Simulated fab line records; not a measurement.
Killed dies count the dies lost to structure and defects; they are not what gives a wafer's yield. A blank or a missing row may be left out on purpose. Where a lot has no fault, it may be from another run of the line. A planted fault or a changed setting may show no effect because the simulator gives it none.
fab line records / flow n5Finfet / part 2 of 2: steps 26 to 31 of 31
record lots=5 wafers=15 lastDay=19
route steps=1938 shown SD_ACTIVATION@330 ILD0@335 SDB@347
lots that met no fault: taken from a fault-free run of the same line
startH: start of the lot's first displayed wafer, in hours after the record's first day / waitH: hours from the lot's prior step to this one / " same as the row above / L1.1+2: several wafers, shown together as one row / - either no value or no given start / * or withheld: withheld / < > ~ a bound
route shown NAME@n: names a module that has steps shown in the file, with the first one's number in the route / usual: mean and standard deviation over wafers with no fault / same: alike in all rows / chamber/n: place in a boat / sites: readings site by site / _std_site: how widely they spread, as a standard deviation / _edge_site: outer sites' mean less inner sites' / radiusMm: for every site, how far away it sits from the centre of the wafer / mask NAME#n: copy n / behind: the last tool/chamber to shape the wafer / hold: the reason the lot was held/the length of the hold in hours/how it ended / device: names the non-switching transistor (n, p or np) / end of line: tests run on the same wafers once the route is complete / a step given without rows: its recipe and nothing more / killed: the dies lost at the first sort to structure and to defects; this is not the yield of the wafer / map: per-die view of a wafer (x killed, . not killed, _ where there is no die)
set.NAME: the run value of the setting; set.NAME@STEP: its run value at that earlier step / model.NAME: the simulator's own value behind a step, which no gauge read
lots at selected steps of the route; one table per step, one row per wafer
services: from which hour (startH, from the record's first day; less than 0 if before it) a tool's chamber was out of use, for how many hours, and why
## steps
# step N5_SDB_CD_MEAS_11
# recipe targetCdNm=50 landingEnergyEv=500 detector=seInlens polarity=opening
# usual cdNm=50.1/1.3
# same landingEnergyEv=500
lot.wafer=L078.3 tool=cdSem-01 chamber=0 startH=89.85 waitH=- cdNm=48.9
lot.wafer=L078.5 tool=cdSem-01 chamber=0 startH=89.85 waitH=- cdNm=48.9
lot.wafer=L078.6 tool=cdSem-01 chamber=0 startH=89.85 waitH=- cdNm=49.6
lot.wafer=L079.2 tool=cdSem-03 chamber=0 startH=95.72 waitH=- cdNm=51.7
lot.wafer=L079.4 tool=cdSem-03 chamber=0 startH=95.72 waitH=- cdNm=51.7
lot.wafer=L079.5 tool=cdSem-03 chamber=0 startH=95.72 waitH=- cdNm=49.8
lot.wafer=L082.1 tool=cdSem-02 chamber=0 startH=117.94 waitH=- cdNm=50.6
lot.wafer=L082.3 tool=cdSem-02 chamber=0 startH=117.94 waitH=- cdNm=49.8
lot.wafer=L082.6 tool=cdSem-02 chamber=0 startH=117.94 waitH=- cdNm=50.6
lot.wafer=L084.1 tool=cdSem-02 chamber=0 startH=130.62 waitH=- cdNm=50.0
lot.wafer=L084.2 tool=cdSem-02 chamber=0 startH=130.62 waitH=- cdNm=52.5
lot.wafer=L084.3 tool=cdSem-02 chamber=0 startH=130.62 waitH=- cdNm=50.7
lot.wafer=L092.2 tool=cdSem-01 chamber=0 startH=172.84 waitH=- cdNm=50.1
lot.wafer=L092.5 tool=cdSem-01 chamber=0 startH=172.84 waitH=- cdNm=50.5
lot.wafer=L092.6 tool=cdSem-01 chamber=0 startH=172.84 waitH=- cdNm=49.4
# step N5_SDB_OVL_MEAS_12
# recipe pointsPerWafer=44
# usual SDB_OVL=0.3/0.89
lot.wafer=L078.3 tool=overlay-01 chamber=0 startH=89.88 waitH=0.0 SDB_OVL[nm]=0.4
lot.wafer=L078.5 tool=overlay-01 chamber=0 startH=89.88 waitH=0.0 SDB_OVL[nm]=-0.2
lot.wafer=L078.6 tool=overlay-01 chamber=0 startH=89.88 waitH=0.0 SDB_OVL[nm]=-0.3
lot.wafer=L079.2 tool=overlay-02 chamber=0 startH=95.75 waitH=0.0 SDB_OVL[nm]=0.9
lot.wafer=L079.4 tool=overlay-02 chamber=0 startH=95.75 waitH=0.0 SDB_OVL[nm]=1.4
lot.wafer=L079.5 tool=overlay-02 chamber=0 startH=95.75 waitH=0.0 SDB_OVL[nm]=-0.3
lot.wafer=L082.1 tool=overlay-01 chamber=0 startH=117.97 waitH=0.0 SDB_OVL[nm]=0.4
lot.wafer=L082.3 tool=overlay-01 chamber=0 startH=117.97 waitH=0.0 SDB_OVL[nm]=0.8
lot.wafer=L082.6 tool=overlay-01 chamber=0 startH=117.97 waitH=0.0 SDB_OVL[nm]=-0.7
lot.wafer=L084.1 tool=overlay-01 chamber=0 startH=130.65 waitH=0.0 SDB_OVL[nm]=0.4
lot.wafer=L084.2 tool=overlay-01 chamber=0 startH=130.65 waitH=0.0 SDB_OVL[nm]=-0.1
lot.wafer=L084.3 tool=overlay-01 chamber=0 startH=130.65 waitH=0.0 SDB_OVL[nm]=0.1
lot.wafer=L092.2 tool=overlay-02 chamber=0 startH=172.87 waitH=0.0 SDB_OVL[nm]=0.7
lot.wafer=L092.5 tool=overlay-02 chamber=0 startH=172.87 waitH=0.0 SDB_OVL[nm]=-0.5
lot.wafer=L092.6 tool=overlay-02 chamber=0 startH=172.87 waitH=0.0 SDB_OVL[nm]=-0.3
# step N5_SDB_INSPECT_13
# recipe mode=adi inspectInstrument=brightfield
# usual rawDefectCount=69/30
lot.wafer=L078.3 tool=defectInspect-02 chamber=- startH=89.90 waitH=0.0 rawDefectCount=75
lot.wafer=L078.5 tool=defectInspect-02 chamber=- startH=89.90 waitH=0.0 rawDefectCount=67
lot.wafer=L078.6 tool=defectInspect-02 chamber=- startH=89.90 waitH=0.0 rawDefectCount=64
lot.wafer=L079.2 tool=defectInspect-01 chamber=- startH=95.77 waitH=0.0 rawDefectCount=39
lot.wafer=L079.4 tool=defectInspect-01 chamber=- startH=95.77 waitH=0.0 rawDefectCount=48
lot.wafer=L079.5 tool=defectInspect-01 chamber=- startH=95.77 waitH=0.0 rawDefectCount=81
lot.wafer=L082.1 tool=defectInspect-01 chamber=- startH=117.99 waitH=0.0 rawDefectCount=67
lot.wafer=L082.3 tool=defectInspect-01 chamber=- startH=117.99 waitH=0.0 rawDefectCount=31
lot.wafer=L082.6 tool=defectInspect-01 chamber=- startH=117.99 waitH=0.0 rawDefectCount=64
lot.wafer=L084.1 tool=defectInspect-02 chamber=- startH=130.68 waitH=0.0 rawDefectCount=72
lot.wafer=L084.2 tool=defectInspect-02 chamber=- startH=130.68 waitH=0.0 rawDefectCount=57
lot.wafer=L084.3 tool=defectInspect-02 chamber=- startH=130.68 waitH=0.0 rawDefectCount=102
lot.wafer=L092.2 tool=defectInspect-02 chamber=- startH=172.89 waitH=0.0 rawDefectCount=104
lot.wafer=L092.5 tool=defectInspect-02 chamber=- startH=172.89 waitH=0.0 rawDefectCount=99
lot.wafer=L092.6 tool=defectInspect-02 chamber=- startH=172.89 waitH=0.0 rawDefectCount=123
# step N5_SDB_DESCUM_16
# recipe chemistry=O2 timeS=7.9 sourcePowerW=50 biasPowerW=20 pressureMtorr=20 rfFrequencyHz=2.712e+07 tempC=40 resist=CAR-ArF o2FlowSccm=225
# usual biasPowerW=20.00/0.055 chamberPressureMTorr=20.002/0.019 drypumpMotorCurrentA=5.6/0.41 oesProductAu=0.79/0.057 rfVppV=243.1/1.5 showerheadPlenumPTorr=2.09/0.068 throttleValvePct=20.38/0.18
lot.wafer=L078.3 tool=rieDiel-01 chamber=2 startH=89.93 waitH=0.0 biasPowerW=19.93 chamberPressureMTorr=19.995 drypumpMotorCurrentA=5.6 oesProductAu=0.84 rfHoursCounterH=58 rfVppV=243.6 showerheadPlenumPTorr=2.13 throttleValvePct=20.27
lot.wafer=L078.5 tool=rieDiel-01 chamber=1 startH=89.93 waitH=0.0 biasPowerW=19.93 chamberPressureMTorr=20.018 drypumpMotorCurrentA=5.8 oesProductAu=0.83 rfHoursCounterH=- rfVppV=241.6 showerheadPlenumPTorr=2.04 throttleValvePct=20.13
lot.wafer=L078.6 tool=rieDiel-01 chamber=2 startH=89.93 waitH=0.0 biasPowerW=19.87 chamberPressureMTorr=20.021 drypumpMotorCurrentA=5.6 oesProductAu=0.84 rfHoursCounterH=- rfVppV=244.1 showerheadPlenumPTorr=2.13 throttleValvePct=20.28
lot.wafer=L079.2 tool=rieDiel-01 chamber=2 startH=95.81 waitH=0.0 biasPowerW=20.05 chamberPressureMTorr=20.032 drypumpMotorCurrentA=5.6 oesProductAu=0.85 rfHoursCounterH=60 rfVppV=243.2 showerheadPlenumPTorr=2.13 throttleValvePct=20.27
lot.wafer=L079.4 tool=rieDiel-01 chamber=2 startH=95.81 waitH=0.0 biasPowerW=19.94 chamberPressureMTorr=19.982 drypumpMotorCurrentA=5.6 oesProductAu=0.84 rfHoursCounterH=- rfVppV=245.2 showerheadPlenumPTorr=2.13 throttleValvePct=20.25
lot.wafer=L079.5 tool=rieDiel-01 chamber=1 startH=95.81 waitH=0.0 biasPowerW=20.09 chamberPressureMTorr=20.027 drypumpMotorCurrentA=5.8 oesProductAu=0.83 rfHoursCounterH=- rfVppV=242.2 showerheadPlenumPTorr=2.04 throttleValvePct=20.14
lot.wafer=L082.1 tool=rieDiel-04 chamber=3 startH=118.03 waitH=0.0 biasPowerW=20.00 chamberPressureMTorr=19.965 drypumpMotorCurrentA=5.6 oesProductAu=0.72 rfHoursCounterH=177 rfVppV=243.7 showerheadPlenumPTorr=2.17 throttleValvePct=20.37
lot.wafer=L082.3 tool=rieDiel-04 chamber=1 startH=118.03 waitH=0.0 biasPowerW=20.01 chamberPressureMTorr=19.984 drypumpMotorCurrentA=5.8 oesProductAu=0.81 rfHoursCounterH=113 rfVppV=242.4 showerheadPlenumPTorr=2.14 throttleValvePct=20.52
lot.wafer=L082.6 tool=rieDiel-04 chamber=1 startH=118.03 waitH=0.0 biasPowerW=20.01 chamberPressureMTorr=20.013 drypumpMotorCurrentA=5.8 oesProductAu=0.80 rfHoursCounterH=- rfVppV=243.6 showerheadPlenumPTorr=2.14 throttleValvePct=20.52
lot.wafer=L084.1 tool=rieDiel-04 chamber=0 startH=130.73 waitH=0.0 biasPowerW=20.01 chamberPressureMTorr=19.964 drypumpMotorCurrentA=5.5 oesProductAu=0.71 rfHoursCounterH=227 rfVppV=240.6 showerheadPlenumPTorr=2.00 throttleValvePct=20.47
lot.wafer=L084.2 tool=rieDiel-04 chamber=1 startH=130.73 waitH=0.0 biasPowerW=20.00 chamberPressureMTorr=19.996 drypumpMotorCurrentA=5.8 oesProductAu=0.80 rfHoursCounterH=118 rfVppV=244.0 showerheadPlenumPTorr=2.13 throttleValvePct=20.56
lot.wafer=L084.3 tool=rieDiel-04 chamber=2 startH=130.73 waitH=0.0 biasPowerW=20.03 chamberPressureMTorr=19.995 drypumpMotorCurrentA=4.7 oesProductAu=0.96 rfHoursCounterH=2 rfVppV=244.2 showerheadPlenumPTorr=2.13 throttleValvePct=20.35
lot.wafer=L092.2 tool=rieDiel-04 chamber=2 startH=173.04 waitH=0.1 biasPowerW=20.06 chamberPressureMTorr=20.005 drypumpMotorCurrentA=4.7 oesProductAu=0.92 rfHoursCounterH=15 rfVppV=244.3 showerheadPlenumPTorr=2.13 throttleValvePct=20.37
lot.wafer=L092.5 tool=rieDiel-04 chamber=3 startH=173.04 waitH=0.1 biasPowerW=20.06 chamberPressureMTorr=19.994 drypumpMotorCurrentA=5.6 oesProductAu=0.71 rfHoursCounterH=- rfVppV=243.3 showerheadPlenumPTorr=2.17 throttleValvePct=20.36
lot.wafer=L092.6 tool=rieDiel-04 chamber=0 startH=173.04 waitH=0.1 biasPowerW=20.06 chamberPressureMTorr=20.004 drypumpMotorCurrentA=5.6 oesProductAu=0.69 rfHoursCounterH=- rfVppV=241.3 showerheadPlenumPTorr=1.99 throttleValvePct=20.49
# step N5_SDB_ETCH_17
# recipe chemistry=CF4 target=SiARC targetDepthA=234 maskMaterial=CAR-ArF timeS=39 ionEnergyEv=80 pressureMtorr=40 sourceW=545 biasW=36 Ar_flow_sccm=100 cf4FlowSccm=100 ends=cleared
# usual chamberPressureMTorr=40.00/0.035 drypumpMotorCurrentA=5.6/0.41 etchRfOnTimeS=39.0/1.3 oesProductAu=0.68/0.049 rfVppV=184.2/1.2 showerheadPlenumPTorr=2.14/0.077 throttleValvePct=15.56/0.12
lot.wafer=L078.3 tool=rieDiel-01 chamber=2 startH=89.97 waitH=0.0 chamberPressureMTorr=40.02 drypumpMotorCurrentA=5.6 etchRfOnTimeS=38.2 oesProductAu=0.71 rfHoursCounterH=58 rfVppV=183.5 showerheadPlenumPTorr=2.15 throttleValvePct=15.30
lot.wafer=L078.5 tool=rieDiel-01 chamber=1 startH=89.97 waitH=0.0 chamberPressureMTorr=39.97 drypumpMotorCurrentA=5.8 etchRfOnTimeS=39.6 oesProductAu=0.71 rfHoursCounterH=- rfVppV=182.8 showerheadPlenumPTorr=2.09 throttleValvePct=15.38
lot.wafer=L078.6 tool=rieDiel-01 chamber=2 startH=89.97 waitH=0.0 chamberPressureMTorr=39.95 drypumpMotorCurrentA=5.6 etchRfOnTimeS=38.6 oesProductAu=0.72 rfHoursCounterH=- rfVppV=185.1 showerheadPlenumPTorr=2.15 throttleValvePct=15.32
lot.wafer=L079.2 tool=rieDiel-01 chamber=2 startH=95.84 waitH=0.0 chamberPressureMTorr=40.06 drypumpMotorCurrentA=5.7 etchRfOnTimeS=38.3 oesProductAu=0.72 rfHoursCounterH=60 rfVppV=185.1 showerheadPlenumPTorr=2.15 throttleValvePct=15.33
lot.wafer=L079.4 tool=rieDiel-01 chamber=2 startH=95.84 waitH=0.0 chamberPressureMTorr=40.00 drypumpMotorCurrentA=5.6 etchRfOnTimeS=38.3 oesProductAu=0.71 rfHoursCounterH=- rfVppV=185.2 showerheadPlenumPTorr=2.15 throttleValvePct=15.31
lot.wafer=L079.5 tool=rieDiel-01 chamber=1 startH=95.84 waitH=0.0 chamberPressureMTorr=40.01 drypumpMotorCurrentA=5.8 etchRfOnTimeS=39.7 oesProductAu=0.71 rfHoursCounterH=- rfVppV=182.0 showerheadPlenumPTorr=2.09 throttleValvePct=15.38
lot.wafer=L082.1 tool=rieDiel-04 chamber=3 startH=118.06 waitH=0.0 chamberPressureMTorr=39.98 drypumpMotorCurrentA=5.7 etchRfOnTimeS=39.2 oesProductAu=0.63 rfHoursCounterH=177 rfVppV=184.6 showerheadPlenumPTorr=2.23 throttleValvePct=15.68
lot.wafer=L082.3 tool=rieDiel-04 chamber=1 startH=118.06 waitH=0.0 chamberPressureMTorr=40.02 drypumpMotorCurrentA=5.8 etchRfOnTimeS=39.7 oesProductAu=0.68 rfHoursCounterH=113 rfVppV=184.0 showerheadPlenumPTorr=2.17 throttleValvePct=15.54
lot.wafer=L082.6 tool=rieDiel-04 chamber=1 startH=118.06 waitH=0.0 chamberPressureMTorr=40.02 drypumpMotorCurrentA=5.8 etchRfOnTimeS=39.9 oesProductAu=0.67 rfHoursCounterH=- rfVppV=184.3 showerheadPlenumPTorr=2.17 throttleValvePct=15.55
lot.wafer=L084.1 tool=rieDiel-04 chamber=0 startH=130.76 waitH=0.0 chamberPressureMTorr=39.99 drypumpMotorCurrentA=5.6 etchRfOnTimeS=37.0 oesProductAu=0.62 rfHoursCounterH=227 rfVppV=181.9 showerheadPlenumPTorr=2.02 throttleValvePct=15.58
lot.wafer=L084.2 tool=rieDiel-04 chamber=1 startH=130.76 waitH=0.0 chamberPressureMTorr=40.01 drypumpMotorCurrentA=5.8 etchRfOnTimeS=39.7 oesProductAu=0.67 rfHoursCounterH=118 rfVppV=183.1 showerheadPlenumPTorr=2.17 throttleValvePct=15.58
lot.wafer=L084.3 tool=rieDiel-04 chamber=2 startH=130.76 waitH=0.0 chamberPressureMTorr=40.01 drypumpMotorCurrentA=4.7 etchRfOnTimeS=37.7 oesProductAu=0.84 rfHoursCounterH=2 rfVppV=184.5 showerheadPlenumPTorr=2.20 throttleValvePct=15.58
lot.wafer=L092.2 tool=rieDiel-04 chamber=2 startH=173.08 waitH=0.0 chamberPressureMTorr=39.97 drypumpMotorCurrentA=4.7 etchRfOnTimeS=37.3 oesProductAu=0.80 rfHoursCounterH=15 rfVppV=185.5 showerheadPlenumPTorr=2.19 throttleValvePct=15.60
lot.wafer=L092.5 tool=rieDiel-04 chamber=3 startH=173.08 waitH=0.0 chamberPressureMTorr=40.02 drypumpMotorCurrentA=5.6 etchRfOnTimeS=39.0 oesProductAu=0.62 rfHoursCounterH=- rfVppV=185.5 showerheadPlenumPTorr=2.22 throttleValvePct=15.71
lot.wafer=L092.6 tool=rieDiel-04 chamber=0 startH=173.08 waitH=0.0 chamberPressureMTorr=39.93 drypumpMotorCurrentA=5.5 etchRfOnTimeS=37.4 oesProductAu=0.61 rfHoursCounterH=- rfVppV=182.4 showerheadPlenumPTorr=2.02 throttleValvePct=15.60
# step N5_SDB_ETCH_18
# recipe chemistry=N2/H2 target=SOC targetDepthA=1000 overetchA=200 maskMaterial=SiARC tempC=40 timeS=150 ionEnergyEv=200 pressureMtorr=30 sourceW=840 biasW=150 n2FlowSccm=200 h2FlowSccm=200
# usual chamberPressureMTorr=29.999/0.028 drypumpMotorCurrentA=5.6/0.41 oesProductAu=0.71/0.049 rfVppV=524.0/2.5 showerheadPlenumPTorr=2.55/0.097 throttleValvePct=17.84/0.17
lot.wafer=L078.3 tool=rieDiel-01 chamber=2 startH=90.00 waitH=0.0 chamberPressureMTorr=30.018 drypumpMotorCurrentA=5.6 oesProductAu=0.74 rfHoursCounterH=58 rfVppV=526.1 showerheadPlenumPTorr=2.58 throttleValvePct=17.59
lot.wafer=L078.5 tool=rieDiel-01 chamber=1 startH=90.00 waitH=0.0 chamberPressureMTorr=30.001 drypumpMotorCurrentA=5.7 oesProductAu=0.75 rfHoursCounterH=- rfVppV=523.1 showerheadPlenumPTorr=2.45 throttleValvePct=17.38
lot.wafer=L078.6 tool=rieDiel-01 chamber=2 startH=90.00 waitH=0.0 chamberPressureMTorr=30.038 drypumpMotorCurrentA=5.7 oesProductAu=0.75 rfHoursCounterH=- rfVppV=525.4 showerheadPlenumPTorr=2.58 throttleValvePct=17.61
lot.wafer=L079.2 tool=rieDiel-01 chamber=2 startH=95.88 waitH=0.0 chamberPressureMTorr=29.998 drypumpMotorCurrentA=5.6 oesProductAu=0.75 rfHoursCounterH=60 rfVppV=524.1 showerheadPlenumPTorr=2.58 throttleValvePct=17.60
lot.wafer=L079.4 tool=rieDiel-01 chamber=2 startH=95.88 waitH=0.0 chamberPressureMTorr=30.000 drypumpMotorCurrentA=5.6 oesProductAu=0.74 rfHoursCounterH=- rfVppV=525.5 showerheadPlenumPTorr=2.58 throttleValvePct=17.62
lot.wafer=L079.5 tool=rieDiel-01 chamber=1 startH=95.88 waitH=0.0 chamberPressureMTorr=30.022 drypumpMotorCurrentA=5.8 oesProductAu=0.75 rfHoursCounterH=- rfVppV=521.7 showerheadPlenumPTorr=2.45 throttleValvePct=17.37
lot.wafer=L082.1 tool=rieDiel-04 chamber=3 startH=118.10 waitH=0.0 chamberPressureMTorr=30.047 drypumpMotorCurrentA=5.6 oesProductAu=0.66 rfHoursCounterH=177 rfVppV=526.0 showerheadPlenumPTorr=2.63 throttleValvePct=17.88
lot.wafer=L082.3 tool=rieDiel-04 chamber=1 startH=118.10 waitH=0.0 chamberPressureMTorr=29.995 drypumpMotorCurrentA=5.8 oesProductAu=0.71 rfHoursCounterH=113 rfVppV=524.0 showerheadPlenumPTorr=2.56 throttleValvePct=17.69
lot.wafer=L082.6 tool=rieDiel-04 chamber=1 startH=118.10 waitH=0.0 chamberPressureMTorr=30.055 drypumpMotorCurrentA=5.8 oesProductAu=0.71 rfHoursCounterH=- rfVppV=522.8 showerheadPlenumPTorr=2.56 throttleValvePct=17.70
lot.wafer=L084.1 tool=rieDiel-04 chamber=0 startH=130.80 waitH=0.0 chamberPressureMTorr=30.007 drypumpMotorCurrentA=5.6 oesProductAu=0.63 rfHoursCounterH=227 rfVppV=520.0 showerheadPlenumPTorr=2.43 throttleValvePct=17.99
lot.wafer=L084.2 tool=rieDiel-04 chamber=1 startH=130.80 waitH=0.0 chamberPressureMTorr=29.997 drypumpMotorCurrentA=5.8 oesProductAu=0.71 rfHoursCounterH=118 rfVppV=525.6 showerheadPlenumPTorr=2.56 throttleValvePct=17.72
lot.wafer=L084.3 tool=rieDiel-04 chamber=2 startH=130.80 waitH=0.0 chamberPressureMTorr=29.962 drypumpMotorCurrentA=4.7 oesProductAu=0.86 rfHoursCounterH=2 rfVppV=526.6 showerheadPlenumPTorr=2.63 throttleValvePct=18.04
lot.wafer=L092.2 tool=rieDiel-04 chamber=2 startH=173.11 waitH=0.0 chamberPressureMTorr=30.004 drypumpMotorCurrentA=4.8 oesProductAu=0.82 rfHoursCounterH=15 rfVppV=524.3 showerheadPlenumPTorr=2.63 throttleValvePct=18.06
lot.wafer=L092.5 tool=rieDiel-04 chamber=3 startH=173.11 waitH=0.0 chamberPressureMTorr=29.998 drypumpMotorCurrentA=5.7 oesProductAu=0.65 rfHoursCounterH=- rfVppV=527.0 showerheadPlenumPTorr=2.63 throttleValvePct=17.91
lot.wafer=L092.6 tool=rieDiel-04 chamber=0 startH=173.11 waitH=0.0 chamberPressureMTorr=29.991 drypumpMotorCurrentA=5.5 oesProductAu=0.62 rfHoursCounterH=- rfVppV=520.2 showerheadPlenumPTorr=2.42 throttleValvePct=18.02
## services
tool=cmp-02 chamber=- startH=59.33 hours=5.2 kind=repair
tool=pecvd-04 chamber=- startH=68.07 hours=1.5 kind=repair
tool=rieDiel-01 chamber=1 startH=71.65 hours=13.0 kind=repair
tool=cmp-02 chamber=- startH=74.69 hours=0.4 kind=repair
tool=cmp-04 chamber=- startH=84.21 hours=2.2 kind=repair
tool=aldSin-04 chamber=- startH=85.25 hours=14.0 kind=pm
tool=rieDiel-04 chamber=3 startH=85.35 hours=15.4 kind=repair
tool=rieDiel-01 chamber=3 startH=89.17 hours=31.4 kind=repair
tool=cmp-04 chamber=- startH=98.12 hours=3.3 kind=repair
tool=arfiScanner-01 chamber=- startH=105.51 hours=4.9 kind=pm
tool=cmp-04 chamber=- startH=111.36 hours=10.1 kind=pm
tool=rieDiel-01 chamber=- startH=116.22 hours=0.3 kind=repair
tool=arfiScanner-01 chamber=- startH=118.40 hours=1.3 kind=pm
tool=arfiScanner-01 chamber=- startH=119.70 hours=1.0 kind=pm
tool=cmp-02 chamber=- startH=120.37 hours=3.8 kind=pm
tool=cmp-04 chamber=- startH=123.00 hours=0.7 kind=repair
tool=aldSin-01 chamber=2 startH=133.41 hours=14.0 kind=repair
tool=rieDiel-04 chamber=- startH=134.04 hours=2.8 kind=pm
tool=cmp-04 chamber=- startH=142.43 hours=4.0 kind=pm
tool=cmp-01 chamber=- startH=144.06 hours=8.7 kind=pm
tool=cmp-02 chamber=- startH=153.93 hours=0.7 kind=repair
tool=aldSin-04 chamber=- startH=155.76 hours=12.3 kind=repair
tool=pecvd-04 chamber=1 startH=171.87 hours=21.9 kind=repair
tool=cmp-04 chamber=- startH=173.15 hours=2.0 kind=repair
